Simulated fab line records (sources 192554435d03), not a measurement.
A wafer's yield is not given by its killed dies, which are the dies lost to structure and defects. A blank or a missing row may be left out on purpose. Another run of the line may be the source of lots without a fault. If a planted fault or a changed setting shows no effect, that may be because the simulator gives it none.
One fault seen from 2 desks -- flow n5-finfet -- each desk holds nothing but its own numbers, with what lay behind them at the end

THE METROLOGY DESK
Means of the sampled wafers that have a number, per lot and without regard to the tool the lot ran on: this is what the gauges read. A lot is out of limits, marked OUT, if its mean lies more than 4 standard deviations from the usual mean; the brackets give that distance. Of its 10 readings 7 are shown: those that lie furthest out on some lot.
Columns: A = DIBL_N at N5_BEOL_M4_RC_MEAS_101, usual 35.7 mV/V; B = DIBL_P at N5_BEOL_M4_RC_MEAS_101, usual 35.4 mV/V; C = IOFF_N at N5_BEOL_M4_RC_MEAS_101, usual 0.152 nA/um; D = IOFF_P at N5_BEOL_M4_RC_MEAS_101, usual 0.20 nA/um; E = SS_N at N5_BEOL_M4_RC_MEAS_101, usual 71.4 mV/dec; F = SS_P at N5_BEOL_M4_RC_MEAS_101, usual 73.1 mV/dec; G = VT_P at N5_BEOL_M4_RC_MEAS_101, usual -251 mV
lot,first seen here,A,B,C,D,E,F,G
L201,day 9 17:40,35.3,35.3,0.147,0.19,71.6,73.1,-251
L203,day 10 03:43,36.0,35.0,0.137,0.20,71.3,72.9,-250
L208,day 11 20:44,36.5,36.3,0.164,0.22,72.3,73.0,-250
L215,day 12 21:54,35.4,35.1,0.139,0.18,70.9,72.7,-253
Finding of this desk: none of the 4 lots has anything out of limits.

FOR THE TOOL OWNER'S DESK: ald-sin-01
The tool's own readings at N5_DUMMY_GATE_ALD_02 (deposits SiO2, target thk 2 nm, pulse time 1 s): means of the sampled wafers that have a number, for each lot that ran on this tool. A lot is out of limits, marked OUT, if its mean lies more than 4 standard deviations from the usual mean; the brackets give that distance.
Columns: A = heater-power-w at N5_DUMMY_GATE_ALD_02, usual 472 W; B = precursor-pulse-height-rel at N5_DUMMY_GATE_ALD_02, usual 0.998
lot,first seen here,A,B
L201,day 4 08:39,452,0.998
L203,day 4 20:04,435,1.028
L215,day 7 20:54,443,0.989
Finding of this desk: none of the 3 lots has anything out of limits.

BROUGHT TOGETHER
Metrology desk: nothing out of limits seen.
The tool owner's desk saw nothing out of limits.

WHAT THE SIMULATOR PUT IN
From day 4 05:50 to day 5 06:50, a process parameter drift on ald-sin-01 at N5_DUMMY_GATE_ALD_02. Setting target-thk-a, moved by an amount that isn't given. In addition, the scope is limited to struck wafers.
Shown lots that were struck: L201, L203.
